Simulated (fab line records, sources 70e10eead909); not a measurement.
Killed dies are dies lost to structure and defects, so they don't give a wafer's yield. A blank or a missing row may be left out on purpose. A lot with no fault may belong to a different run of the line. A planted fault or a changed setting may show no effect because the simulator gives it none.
Which tool did it? :: flow nand-harc :: 21 wafers from 7 lots sampled at 5 of the route's 1159 steps

WHAT THE GAUGES READ, wafer by wafer
NHARC_P_M0_INSPECT_27.
lot: L436
measured: day 5 22:19
on: defect-inspect-01
raw-defect-count: 359 452 324

lot: L440
measured: day 7 06:45
on: defect-inspect-01
raw-defect-count: 383 376 650

lot: L441
measured: day 7 07:09
on: defect-inspect-02
raw-defect-count: 247 240 262

lot: L451
measured: day 10 07:46
on: defect-inspect-02
raw-defect-count: 320 385 533

lot: L454
measured: day 10 10:56
on: defect-inspect-02
raw-defect-count: 176 141 228

lot: L456
measured: day 10 22:47
on: defect-inspect-02
raw-defect-count: 425 310 316

lot: L458
measured: day 11 14:04
on: defect-inspect-02
raw-defect-count: 142 144 180

EACH LOT AND THE TOOL THAT RAN IT (in order: tool; ch and the chambers of the sampled wafers; start)
lot: L436
NHARC_P_CONTACT_CMP_24: cmp-03 ch 0,2,3, day 5 18:22
NHARC_P_M0_STRIP_18: rie-diel-09 ch 1,3, day 5 20:13
NHARC_P_M0_ECD_22: ecd-cu-01 ch 0,1, day 5 21:11
NHARC_P_M0_CMP_23: cmp-04 ch 1,3, day 5 21:53

lot: L440
NHARC_P_CONTACT_CMP_24: cmp-02 ch 1,2, day 7 02:37
NHARC_P_M0_STRIP_18: rie-diel-09 ch 0,1, day 7 04:32
NHARC_P_M0_ECD_22: ecd-cu-01 ch 0,1, day 7 05:32
NHARC_P_M0_CMP_23: cmp-04 ch 0,3, day 7 06:16

lot: L441
NHARC_P_CONTACT_CMP_24: cmp-02 ch 0,1, day 7 03:09
NHARC_P_M0_STRIP_18: rie-diel-06 ch 1,2,3, day 7 05:06
NHARC_P_M0_ECD_22: ecd-cu-02 ch 0,1, day 7 06:04
NHARC_P_M0_CMP_23: cmp-03 ch 0,2,3, day 7 06:42

lot: L451
NHARC_P_CONTACT_CMP_24: cmp-02 ch 0,1, day 10 03:32
NHARC_P_M0_STRIP_18: rie-diel-09 ch 2,3, day 10 05:38
NHARC_P_M0_ECD_22: ecd-cu-01 ch 0,1, day 10 06:33
NHARC_P_M0_CMP_23: cmp-03 ch 1,2, day 10 07:17

lot: L454
NHARC_P_CONTACT_CMP_24: cmp-02 ch 1,2,3, day 10 06:56
NHARC_P_M0_STRIP_18: rie-diel-06 ch 1,2, day 10 08:52
NHARC_P_M0_ECD_22: ecd-cu-02 ch 0,1, day 10 09:46
NHARC_P_M0_CMP_23: cmp-04 ch 0,1,3, day 10 10:29

lot: L456
NHARC_P_CONTACT_CMP_24: cmp-02 ch 1,2,3, day 10 18:34
NHARC_P_M0_STRIP_18: rie-diel-09 ch 0,2, day 10 20:41
NHARC_P_M0_ECD_22: ecd-cu-02 ch 0,1, day 10 21:38
NHARC_P_M0_CMP_23: cmp-03 ch 0,1, day 10 22:19

lot: L458
NHARC_P_CONTACT_CMP_24: cmp-03 ch 0,1,3, day 11 09:44
NHARC_P_M0_STRIP_18: rie-diel-06 ch 0,2,3, day 11 11:38
NHARC_P_M0_ECD_22: ecd-cu-01 ch 0,1, day 11 12:53
NHARC_P_M0_CMP_23: cmp-03 ch 0,2,3, day 11 13:38
- NHARC_P_CONTACT_CMP_24: polishes, t overpolish 30 s, target thk 200 nm.
- NHARC_P_M0_STRIP_18: strips in N2/H2.
- NHARC_P_M0_ECD_22: material Cu, target thk 400 nm.
- NHARC_P_M0_CMP_23: polishes, t overpolish 20 s, target thk 117.53 nm.

THE ANSWER, worked out from the rows above alone
Rule: what is usual is taken from the lots themselves. The widest of any qualifying gaps counts: lots, ordered by their means at a reading, are off when they make up no more than a third of the lots, leave a main group of 4 or more, and stand apart from it by 3 or more times the standard deviation of that group's means. Not used: any main group whose means are identical at the precision the tables above print for the reading. Also off: a lot with no number at a reading for which 4 or more lots have one. Any other lot the step has rows for is counted as sound.
No lot is off on any of the readings shown, so nothing can be concluded from this.

WHAT THE SIMULATOR HAD PUT IN
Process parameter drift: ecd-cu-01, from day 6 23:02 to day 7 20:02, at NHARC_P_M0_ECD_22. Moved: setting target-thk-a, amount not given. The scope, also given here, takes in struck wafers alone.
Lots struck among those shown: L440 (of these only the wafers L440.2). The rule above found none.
